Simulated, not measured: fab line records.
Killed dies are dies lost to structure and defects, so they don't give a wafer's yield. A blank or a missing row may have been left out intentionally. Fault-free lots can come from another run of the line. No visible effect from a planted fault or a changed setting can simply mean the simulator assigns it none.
Matching of chambers	flow nand harc	pecvd-01 running NHARC_P_M0_DEP_32: 3 sister chambers
The step deposits SiCN, target thk 30 nm. 16 wafers are shown with their chamber, then 8 later ones without.

## WAFERS PAIRED WITH THEIR CHAMBERS
wafer	chamber	heater power w (W)	susceptor temp C (C)
L078.2	0	695	370.01
L078.3	1	546	369.92
L078.4	0	702	369.72
L081.3	0	701	369.79
L081.5	0	706	369.96
L081.6	2	523	369.71
L083.3	2	457	369.88
L083.4	2	451	369.72
L083.6	0	715	370.12
L085.1	1	550	369.87
L085.4	0	673	370.44
L085.5	2	472	369.82
L090.2	0	694	370.13
L090.5	0	696	369.99
L090.6	1	571	369.92
L091.2	1	558	369.79

SIGNATURES, as means of the wafers listed above
reading	chamber 0	chamber 1	chamber 2	scatter within a chamber
heater power w	697.75	556.25	475.75	18.8
susceptor temp C	370.0200	369.8750	369.7825	0.17
Rule: for a wafer and a chamber, the distance is found by dividing, reading by reading, the gap between the wafer's reading and the chamber's mean by the reading's scatter, squaring, summing and taking the root. The wafer belongs to the nearest chamber; if the next one is less than 2 further off, it can't be placed. The scatter: take each reading less its chamber's mean, square it, sum over the shown wafers, divide by the number of wafers less the number of chambers, and take the root.

## WAFERS MISSING THEIR CHAMBER
wafer	heater power w (W)	susceptor temp C (C)
L091.3	464	369.98
L091.5	582	369.78
L092.2	584	369.89
L092.3	610	370.26
L092.5	625	370.01
L096.1	513	370.28
L096.3	748	369.79
L096.4	509	370.15

## EACH ONE'S CHAMBER
wafer	from the rows above	in truth
L091.3	2	2
L091.5	1	1
L092.2	1	1
L092.3	can't be placed: 1 or 0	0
L092.5	can't be placed: 1 or 0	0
L096.1	can't be placed: 1 or 2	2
L096.3	0	0
L096.4	can't be placed: 2 or 1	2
Correct placement for 4 of the 8. Cannot be placed on the basis of these rows: 4; the candidates contain the true chamber in 4. Placed wrongly: 0.
